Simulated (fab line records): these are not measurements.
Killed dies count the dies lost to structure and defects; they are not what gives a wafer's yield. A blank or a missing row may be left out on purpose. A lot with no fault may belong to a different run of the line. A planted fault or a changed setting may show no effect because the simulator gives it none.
Chamber matching :: flow n5-finfet :: pecvd-01 running N5_BEOL_M10_PECVD_70: 3 sister chambers
The step deposits SiO2 from TEOS/O2, target thk 20 nm, time 22.7 s. 6 wafers are shown with their chamber, then 11 later ones without.

## WAFERS, EACH WITH ITS CHAMBER
wafer: L078.2
chamber: 1
throttle-valve-pct (%): 24.7
showerhead-plenum-p-Torr (Torr): 8.83

wafer: L083.1
chamber: 2
throttle-valve-pct (%): 21.3
showerhead-plenum-p-Torr (Torr): 8.83

wafer: L086.2
chamber: 0
throttle-valve-pct (%): 23.3
showerhead-plenum-p-Torr (Torr): 8.80

wafer: L086.4
chamber: 1
throttle-valve-pct (%): 24.3
showerhead-plenum-p-Torr (Torr): 8.84

wafer: L086.6
chamber: 2
throttle-valve-pct (%): 21.5
showerhead-plenum-p-Torr (Torr): 8.82

wafer: L087.3
chamber: 0
throttle-valve-pct (%): 23.3
showerhead-plenum-p-Torr (Torr): 8.82

## WAFERS WITHOUT THEIR CHAMBER
wafer: L087.5
throttle-valve-pct (%): 23.4
showerhead-plenum-p-Torr (Torr): 8.81

wafer: L087.6
throttle-valve-pct (%): 24.3
showerhead-plenum-p-Torr (Torr): 8.84

wafer: L085.1
throttle-valve-pct (%): 24.5
showerhead-plenum-p-Torr (Torr): 8.84

wafer: L085.3
throttle-valve-pct (%): 21.4
showerhead-plenum-p-Torr (Torr): 8.83

wafer: L085.4
throttle-valve-pct (%): 21.5
showerhead-plenum-p-Torr (Torr): 8.84

wafer: L090.2
throttle-valve-pct (%): 23.2
showerhead-plenum-p-Torr (Torr): 8.82

wafer: L090.4
throttle-valve-pct (%): 23.4
showerhead-plenum-p-Torr (Torr): 8.77

wafer: L090.5
throttle-valve-pct (%): 24.1
showerhead-plenum-p-Torr (Torr): 8.81

wafer: L095.4
throttle-valve-pct (%): 23.3
showerhead-plenum-p-Torr (Torr): 8.82

wafer: L095.5
throttle-valve-pct (%): 24.5
showerhead-plenum-p-Torr (Torr): 8.82

wafer: L095.6
throttle-valve-pct (%): 21.6
showerhead-plenum-p-Torr (Torr): 8.86

## CHAMBER TAKEN BY EACH
wafer: L087.5
from the rows above: 0
in truth: 0

wafer: L087.6
from the rows above: 1
in truth: 1

wafer: L085.1
from the rows above: 1
in truth: 1

wafer: L085.3
from the rows above: 2
in truth: 2

wafer: L085.4
from the rows above: 2
in truth: 2

wafer: L090.2
from the rows above: 0
in truth: 0

wafer: L090.4
from the rows above: 0
in truth: 0

wafer: L090.5
from the rows above: can't be placed: 1 or 0
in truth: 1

wafer: L095.4
from the rows above: 0
in truth: 0

wafer: L095.5
from the rows above: 1
in truth: 1

wafer: L095.6
from the rows above: 2
in truth: 2
Correctly placed: 10 of 11. From these rows, 1 cannot be placed; in 1 the true chamber is one of the candidates. Wrongly placed: 0.
How it was worked out, from the rows above alone: a wafer's distance from a chamber is the root of the sum, over the readings, of the square of ((its reading less the chamber's mean) divided by the reading's scatter). The wafer belongs to the nearest chamber; if the next one is less than 2 further off, it can't be placed. Each chamber's mean is taken over the wafers shown for it. The scatter: take each reading less its chamber's mean, square it, sum over the shown wafers, divide by the number of wafers less the number of chambers, and take the root.
